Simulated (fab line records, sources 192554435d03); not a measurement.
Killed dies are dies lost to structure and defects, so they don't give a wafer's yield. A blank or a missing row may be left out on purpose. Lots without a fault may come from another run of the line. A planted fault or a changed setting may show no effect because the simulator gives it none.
fab line records | flow n5_finfet
record lots=10 wafers=29 last_day=18
route steps=1938 shown BEOL_M0_SAQP@659 BEOL_M4@1111 PASSIVATION@1936
lots that met no fault: from a run of the same line without faults
start_h: hours from the record's first day to the start of the lot's first wafer shown | wait_h: hours since the lot's step before | " the same as in the row above | L1.1+2: a row that stands for several wafers | - no value, or no start given | * or withheld: withheld | < > ~ a bound
route shown NAME@n: a module of which the file shows steps, and the number in the route of the first | usual: mean/standard deviation of fault-free wafers | same: alike in all rows | chamber/n: place in a boat | sites: the reading at each site | _std_site: their standard deviation | _edge_site: outer sites' mean less inner sites' | radius_mm: how far each site lies from the wafer's centre | mask NAME#n: copy n | behind: the tool/chamber that last shaped the wafer | hold: why the lot was held/for how many hours/how that ended | device: the transistor (n, p or np) that didn't switch | end of line: the same wafers' tests at the end of the route | a step without rows: its recipe alone | killed: dies lost to structure and defects at the first sort, not the wafer's yield | map: a wafer's dies, x killed, . not, _ none there
set.NAME: the setting as run; set.NAME@STEP: as run at that earlier step | model.NAME: the simulator's own value behind a step, which no gauge read
steps of the route over a sample of lots; a table a step, a row a wafer
services: from which hour (start_h, from the record's first day; less than 0 if before it) a tool's chamber was out of use, for how many hours, and why
## steps
# step N5_BEOL_M0_SAQP_STRIP_86
# recipe chemistry=N2/H2 power_w=500 temp_c=40 pressure_mtorr=50 rf_frequency_hz=6e+07 overash_fraction=0.3 bias_power_w=28 h2_frac=0.5 n2_flow_sccm=300 h2_flow_sccm=300
# usual bias_power_w=28.01/0.082 drypump_motor_current_A=5.6/0.4 oes_product_au=0.80/0.091 rf_vpp_V=121.9/1.6 showerhead_plenum_p_Torr=3.34/0.11 throttle_valve_pct=18.9/0.4
# columns lot.wafer tool chamber start_h wait_h bias_power_w drypump_motor_current_A oes_product_au rf_hours_counter_h rf_vpp_V showerhead_plenum_p_Torr throttle_valve_pct
L417.2 rie_diel-04 0 120.24 0.1 28.06 6.3 0.89 27 121.8 3.30 19.3
L417.4 " 2 " " 27.96 5.0 0.76 157 122.0 3.23 19.1
L417.6 " 2 " " 27.99 5.0 0.75 - 120.7 3.23 19.1
L419.1 rie_diel-03 2 127.70 0.2 27.95 6.0 0.72 198 121.0 3.20 18.9
L419.2 " 1 " " 27.88 4.9 0.69 245 123.0 3.47 19.7
L419.3 " 0 " " 27.93 5.8 0.72 154 124.3 3.50 19.2
L423.2 rie_diel-05 0 153.46 0.1 28.06 6.1 0.96 18 121.1 3.31 18.6
L423.3 " 1 " " 28.02 5.5 0.75 158 121.1 3.20 18.4
L423.4 " 3 " " 27.93 5.5 0.83 71 124.3 3.38 18.9
L425.1 rie_diel-05 3 163.36 0.1 28.01 5.5 0.82 74 121.2 3.38 18.9
L425.4 " 1 " " 27.87 5.5 0.74 162 119.7 3.20 18.4
L425.5 " 2 " " 27.98 5.8 0.75 - 121.5 3.36 19.5
L427.3 rie_diel-04 2 178.24 0.1 28.10 5.0 0.74 174 122.2 3.22 19.1
L427.6 " 0 " " 28.04 6.3 0.86 - 119.6 3.29 19.3
L428.2 rie_diel-03 2 187.34 0.1 28.08 6.0 0.70 218 120.6 3.19 18.9
L428.3 " 1 " " 27.95 4.9 0.96 6 122.9 3.46 19.4
L428.6 " 2 " " 27.96 6.0 0.70 - 124.2 3.19 18.9
L430.1 rie_diel-03 1 195.27 0.1 28.04 4.9 0.95 8 123.7 3.46 19.4
L430.5 " 0 " " 28.06 5.9 0.72 - 126.1 3.49 19.2
L430.6 " 1 " " 28.01 5.0 0.95 - 122.3 3.46 19.4
L432.1 rie_diel-04 0 205.33 0.1 27.89 6.3 0.84 53 120.6 3.29 19.3
L432.4 " 1 " " 27.90 5.0 0.68 242 122.2 3.29 18.6
L432.5 " 0 " " 27.91 6.3 0.84 - 124.2 3.29 19.3
L438.3 rie_diel-05 0 239.86 0.1 27.87 6.1 0.91 43 122.5 3.30 18.6
L438.4 " 3 " " 28.09 5.4 0.81 95 123.0 3.36 19.0
L438.5 " 0 " " 27.89 6.1 0.91 - 122.7 3.30 18.6
L439.2 rie_diel-03 3 251.93 0.1 28.08 5.9 0.86 46 122.1 3.37 18.3
L439.4 " 2 " " 28.06 6.0 0.70 239 120.8 3.18 19.0
L439.5 " 1 " " 28.03 4.9 0.91 - 121.3 3.45 19.4
# step N5_BEOL_M0_SAQP_RECESS_114
# recipe chemistry=HF/NH3 target=SiO2 target_depth_a=144 afs_cycles=3 temp_c=30 sublimation_temp_c=180 sublimation_time_s=60
# usual drypump_motor_current_A=5.62/0.21
# columns lot.wafer tool chamber start_h wait_h drypump_motor_current_A
L417.2 vapor_etch-02 1 120.38 0.0 5.36
L417.4 " 1 " " 5.37
L417.6 " 1 " " 5.36
L419.1 vapor_etch-02 0 127.84 0.0 5.41
L419.2 " 1 " " 5.37
L419.3 " 0 " " 5.40
L423.2 vapor_etch-01 0 153.59 0.0 5.60
L423.3 " 0 " " 5.60
L423.4 " 1 " " 5.91
L425.1 vapor_etch-01 0 163.49 0.0 5.62
L425.4 " 1 " " 5.92
L425.5 " 0 " " 5.61
L427.3 vapor_etch-01 1 178.49 0.1 5.91
L427.6 " 1 " " 5.90
L428.2 vapor_etch-02 1 187.47 0.0 5.37
L428.3 " 0 " " 5.39
L428.6 " 1 " " 5.38
L430.1 vapor_etch-02 1 195.40 0.0 5.37
L430.5 " 1 " " 5.37
L430.6 " 0 " " 5.37
L432.1 vapor_etch-01 1 205.47 0.0 5.89
L432.4 " 1 " " 5.93
L432.5 " 0 " " 5.64
L438.3 vapor_etch-01 0 240.11 0.1 5.62
L438.4 " 1 " " 5.90
L438.5 " 0 " " 5.62
L439.2 vapor_etch-01 0 252.18 0.1 5.60
L439.4 " 0 " " 5.60
L439.5 " 0 " " 5.60
# step N5_BEOL_M0_SAQP_ETCH_102
# recipe chemistry=CF4 target=SiO2 target_depth_a=40 ion_energy_ev=350 time_s=4.4 pressure_mtorr=10 icp_w=800 bias_w=400 cf4_flow_sccm=80
# usual drypump_motor_current_A=5.7/0.48 oes_product_au=1.012/0.021 throttle_valve_pct=21.75/0.3
# columns lot.wafer tool chamber start_h wait_h drypump_motor_current_A oes_product_au rf_hours_counter_h throttle_valve_pct
L417.2 rie_si-06 1 121.58 0.1 5.1 1.050 64 21.61
L417.4 " 2 " " 6.2 0.985 5 22.25
L417.6 " 2 " " 6.3 0.983 - 22.24
L419.1 rie_si-06 2 129.07 0.1 6.3 0.982 5 22.23
L419.2 " 1 " " 5.1 1.035 65 21.63
L419.3 " 0 " " 5.9 1.023 160 22.28
L423.2 rie_si-01 3 154.85 0.1 5.9 0.990 22 21.37
L423.3 " 2 " " 5.5 0.999 4 22.02
L423.4 " 1 " " 5.0 1.017 8 21.46
L425.1 rie_si-03 2 164.74 0.1 5.6 0.998 135 21.38
L425.4 " 1 " " 5.1 1.015 138 21.45
L425.5 " 0 " " 5.6 1.057 - 21.78
L427.3 rie_si-03 3 179.72 0.1 5.7 0.988 98 21.81
L427.6 " 2 " " 5.6 1.016 - 21.38
L428.2 rie_si-03 0 189.45 0.1 5.6 1.043 153 21.78
L428.3 " 2 " " 5.6 1.020 135 21.40
L428.6 " 1 " " 5.1 1.021 - 21.45
L430.1 rie_si-03 3 196.60 0.1 5.7 1.199 98 21.89
L430.5 " 2 " " 5.7 1.001 - 21.39
L430.6 " 1 " " 5.1 1.239 - 21.52
L432.1 rie_si-03 2 206.68 0.1 5.7 1.216 135 21.44
L432.4 " 2 " " 5.6 1.000 - 21.38
L432.5 " 3 " " 5.7 0.993 - 21.83
L438.3 rie_si-06 0 241.19 0.1 5.9 1.014 162 22.29
L438.4 " 1 " " 5.1 1.043 67 21.61
L438.5 " 0 " " 5.9 1.014 - 22.29
L439.2 rie_si-06 0 254.27 0.1 5.9 1.024 162 22.29
L439.4 " 3 " " 6.7 1.005 31 21.72
L439.5 " 2 " " 6.3 0.987 - 22.25
# step N5_BEOL_M0_SAQP_RECESS_109
# recipe chemistry=HF/NH3 target=SiO2 target_depth_a=30 afs_cycles=1 temp_c=30 sublimation_temp_c=180 sublimation_time_s=60
# usual drypump_motor_current_A=5.53/0.2
# columns lot.wafer tool chamber start_h wait_h drypump_motor_current_A
L417.2 vapor_etch-02 1 122.43 0.0 5.38
L417.4 " 1 " " 5.39
L417.6 " 1 " " 5.36
L419.1 vapor_etch-02 1 129.79 0.0 5.37
L419.2 " 0 " " 5.42
L419.3 " 0 " " 5.40
L423.2 vapor_etch-02 0 155.91 0.0 5.39
L423.3 " 0 " " 5.42
L423.4 " 1 " " 5.37
L425.1 vapor_etch-01 0 165.59 0.1 5.60
L425.4 " 1 " " 5.90
L425.5 " 0 " " 5.61
L427.3 vapor_etch-01 0 180.48 0.1 5.61
L427.6 " 0 " " 5.62
L428.2 vapor_etch-02 1 190.19 0.0 5.38
L428.3 " 1 " " 5.40
L428.6 " 1 " " 5.39
L430.1 vapor_etch-02 1 197.32 0.0 5.36
L430.5 " 1 " " 5.37
L430.6 " 0 " " 5.38
L432.1 vapor_etch-02 0 207.42 0.0 5.39
L432.4 " 1 " " 5.40
L432.5 " 0 " " 5.39
L438.3 vapor_etch-02 1 242.10 0.1 5.36
L438.4 " 0 " " 5.39
L438.5 " 1 " " 5.38
L439.2 vapor_etch-02 0 254.99 0.0 5.41
L439.4 " 0 " " 5.38
L439.5 " 1 " " 5.36
# step N5_BEOL_M4_RC_MEAS_101
# usual DIBL_N=36.9/1.7 DIBL_P=37.3/2.3 IOFF_N=0.16/0.033 IOFF_P=0.22/0.04 ION_N=673/12 ION_P=463/8 SS_N=71.6/0.58 SS_P=73.4/0.74 VT_N=250/3.2 VT_P=-250/3.4
# columns lot.wafer tool chamber start_h wait_h DIBL_N[mV/V] DIBL_P[mV/V] IOFF_N[nA/um] IOFF_P[nA/um] ION_N[uA/um] ION_P[uA/um] SS_N[mV/dec] SS_P[mV/dec] VT_N[mV] VT_P[mV]
L417.2 prober-02 0 181.31 0.2 35.8 38.3 0.15 0.19 669 455 71.9 74.0 251 -256
L417.4 " 0 " " 36.7 38.5 0.16 0.20 675 463 71.5 73.6 249 -255
L417.6 " 0 " " 36.7 39.2 0.16 0.21 667 458 71.4 74.5 250 -254
L419.1 prober-02 0 186.13 0.0 37.3 38.3 0.18 0.23 676 460 72.1 73.7 249 -249
L419.2 " 0 " " 36.1 37.8 0.16 0.22 668 464 71.6 72.9 252 -250
L419.3 " 0 " " 36.7 38.3 0.18 0.24 684 475 72.0 72.8 247 -249
L423.2 prober-01 0 218.35 0.2 40.5 41.6 0.24 0.30 687 473 72.5 74.3 245 -245
L423.3 " 0 " " 37.7 37.0 0.17 0.21 668 462 71.4 73.4 249 -250
L423.4 " 0 " " 36.3 35.5 0.14 0.19 661 454 71.3 72.9 251 -251
L425.1 prober-01 0 222.10 0.0 38.8 40.5 0.21 0.24 681 464 71.4 74.4 245 -252
L425.4 " 0 " " 40.4 43.5 0.25 0.30 695 458 72.5 75.2 245 -245
L425.5 " 0 " " 39.5 43.2 0.25 0.30 703 476 71.6 75.5 241 -247
L427.3 prober-01 0 242.60 0.3 38.1 37.6 0.16 0.21 661 458 71.7 73.0 249 -251
L427.6 " 0 " " 36.4 37.6 0.15 0.22 681 473 71.1 73.7 250 -247
L430.1 prober-02 0 254.92 0.0 38.1 37.7 0.17 0.26 676 469 71.7 73.6 250 -247
L430.5 " 0 " " 38.0 36.8 0.17 0.22 674 462 71.7 73.1 248 -252
L430.6 " 0 " " 36.9 36.9 0.17 0.24 699 477 71.6 73.4 249 -249
L428.2 prober-01 0 256.41 0.2 36.9 36.1 0.15 0.25 664 464 70.8 72.6 251 -243
L428.3 " 0 " " 37.1 36.9 0.15 0.26 666 464 71.7 73.8 252 -248
L428.6 " 0 " " 37.4 37.8 0.17 0.28 686 474 71.7 72.7 249 -243
L432.1 prober-02 0 267.15 0.0 36.6 36.8 0.16 0.22 674 465 72.5 73.8 251 -250
L432.4 " 0 " " 34.0 33.8 0.12 0.17 660 457 71.4 72.9 254 -254
L432.5 " 0 " " 36.0 36.7 0.16 0.21 693 469 71.6 73.8 249 -249
L438.3 prober-02 0 307.75 0.3 38.6 39.3 0.18 0.24 673 459 71.7 73.9 252 -252
L438.4 " 0 " " 39.3 39.4 0.18 0.23 669 459 72.6 74.4 251 -253
L438.5 " 0 " " 37.7 38.0 0.14 0.21 661 453 72.0 73.8 255 -255
L439.2 prober-02 0 311.07 0.2 36.1 35.9 0.13 0.19 649 447 71.3 72.5 254 -250
L439.4 " 0 " " 38.0 37.9 0.15 0.22 676 464 71.4 73.6 252 -249
L439.5 " 0 " " 37.1 36.7 0.14 0.20 662 456 70.7 73.4 252 -253
# step N5_PASSIVATION_PROBE_49
# usual defect_limited_yield=91.2/1.3 killed_at_M0_to_M3=34/10 killed_at_M4_up=13/4.6 killed_at_contacts=13/5.5 killed_at_front_end=41/12 killed_at_other=2.8/2.4 killed_dies=104/16 killed_open=67/12 killed_short=33/7.2 sort_bin_4_leakage=0.00/0.012 sort_bin_5_function=5.1/0.86 sort_bin_6_memory=3.3/0.62 sort_n_pass=1076/16 sort_yield_pct=91.2/1.3
# same gross_dies=1180 killed_at_back_side=0 sort_bin_8_speed[%]=0
# columns lot.wafer tool chamber start_h wait_h defect_limited_yield[%] killed_at_M0_to_M3 killed_at_M4_up killed_at_contacts killed_at_front_end killed_at_other killed_dies killed_open killed_short sort_bin_4_leakage[%] sort_bin_5_function[%] sort_bin_6_memory[%] sort_n_pass sort_yield_pct[%]
L428.2 prober-02 - 364.58 0.1 90.5 38 10 6 56 2 112 69 41 0 5.6 3.4 1068 90.5
L428.3 prober-02 - 364.63 0.1 89.2 68 5 14 36 4 127 76 47 0 6.2 3.9 1053 89.2
L428.6 prober-02 - 364.78 0.3 90.4 36 10 20 45 2 113 73 36 0 6.2 3.0 1067 90.4
L432.1 prober-02 - 376.28 0.0 91.1 27 21 18 39 0 105 67 26 0 4.4 3.6 1075 91.1
L432.4 prober-02 - 376.43 0.2 88.8 71 14 10 37 0 132 84 43 0 6.8 4.0 1048 88.8
L432.5 prober-02 - 376.48 0.2 91.2 35 21 12 33 3 104 63 30 0 5.3 2.9 1076 91.2
# killed by level:class
L428.2 STI_FIN_REVEAL:geometric_particle:open=13 GATE_CUT:geometric_particle:short=10 BEOL_M2:geometric_particle:open=9 FIN_SAQP:geometric_particle:short=8 BEOL_M3:geometric_particle:open=8 BEOL_M0_SAQP:geometric_particle:open=7 GATE_CUT:geometric_particle:open=6 BEOL_M1:geometric_particle:open=5
L428.3 BEOL_M0_SAQP:geometric_particle:short=16 BEOL_M3:geometric_particle:open=15 MOL_CONTACT_COAG:geometric_particle:open=14 BEOL_M1:geometric_particle:open=13 BEOL_M0_SAQP:geometric_particle:open=12 GATE_CUT:geometric_particle:short=10 BEOL_M1:geometric_particle:short=6 FIN_SAQP:geometric_particle:open=4
L428.6 MOL_CONTACT_COAG:geometric_particle:open=19 BEOL_M3:geometric_particle:open=12 BEOL_M0_SAQP:geometric_particle:short=9 STI_FIN_REVEAL:geometric_particle:open=7 GATE_CUT:geometric_particle:open=7 GATE_CUT:geometric_particle:short=7 BEOL_M0_SAQP:geometric_particle:open=6 FIN_SAQP:geometric_particle:short=5
L432.1 MOL_CONTACT_COAG:geometric_particle:open=16 BEOL_M0_SAQP:geometric_particle:open=8 HKMG_FIN:area_etch=8 FIN_SAQP:geometric_particle:open=7 BEOL_M0_SAQP:geometric_particle:short=7 BEOL_M5:geometric_particle:open=6 BEOL_M0:geometric_particle:open=6 STI_FIN_REVEAL:geometric_particle:open=5
L432.4 BEOL_M0_SAQP:geometric_particle:open=26 BEOL_M0_SAQP:geometric_particle:short=22 STI_FIN_REVEAL:geometric_particle:open=14 FIN_SAQP:geometric_particle:open=9 MOL_CONTACT_COAG:geometric_particle:open=9 BEOL_M2:geometric_particle:open=9 FIN_SAQP:geometric_particle:short=5 GATE_CUT:geometric_particle:short=3
L432.5 MOL_CONTACT_COAG:geometric_particle:open=10 BEOL_M0_SAQP:geometric_particle:short=10 BEOL_M0_SAQP:geometric_particle:open=10 STI_FIN_REVEAL:geometric_particle:open=8 HKMG_FIN:area_etch=7 FIN_SAQP:geometric_particle:open=6 BEOL_M1:geometric_particle:open=5 BEOL_M5:geometric_particle:open=5
## services
# columns tool chamber start_h hours kind
rie_diel-03 3 104.46 - clean
rie_diel-03 3 104.46 - consumable_replace:focus_ring
rie_diel-03 3 104.46 15.2 scheduled_down
rie_diel-03 3 104.46 15.2 vent_cycle
rie_si-06 - 109.57 2.8 pm
rie_si-01 1 116.47 6.3 repair
rie_si-03 - 135.97 2.8 pm
rie_diel-03 1 142.65 - clean
rie_diel-03 1 142.65 - consumable_replace:focus_ring
rie_diel-03 1 142.65 26.3 scheduled_down
rie_diel-03 1 142.65 26.3 vent_cycle
rie_diel-03 2 161.67 4.7 repair
rie_si-06 0 162.84 8.7 repair
vapor_etch-02 - 181.16 0.7 repair
rie_si-06 0 189.62 8.9 repair
rie_diel-04 - 199.56 1.0 repair
rie_si-03 1 203.01 6.3 repair
rie_si-06 - 207.42 1.1 repair
rie_si-01 1 212.92 2.8 repair
rie_si-03 2 221.45 8.0 repair
rie_si-01 - 234.09 0.3 repair
rie_si-03 1 239.48 3.2 repair
rie_diel-05 - 243.98 0.4 repair
rie_diel-05 1 248.26 8.4 repair
## key
first_sign step=N5_BEOL_M0_SAQP_ETCH_102 reading=oes_product_au direction=up sigmas=9.6 usual=1.012 struck=1.218
effect none on later readings
met_at N5_BEOL_M0_SAQP_ETCH_102
struck_lots L430,L432
struck_wafers L430.1,L430.6,L432.1
not_acting_at N5_BEOL_M0_SAQP_STRIP_86,N5_BEOL_M0_SAQP_RECESS_114,N5_BEOL_M0_SAQP_RECESS_109
onset_between 189.45 196.60
fault kind=process_parameter_drift tool=rie_si-03 chamber=- onset_h=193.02 steps=N5_BEOL_M0_SAQP_ETCH_102 channel=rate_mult offset=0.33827 shape=step end_h=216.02 scope=struck_wafers_only
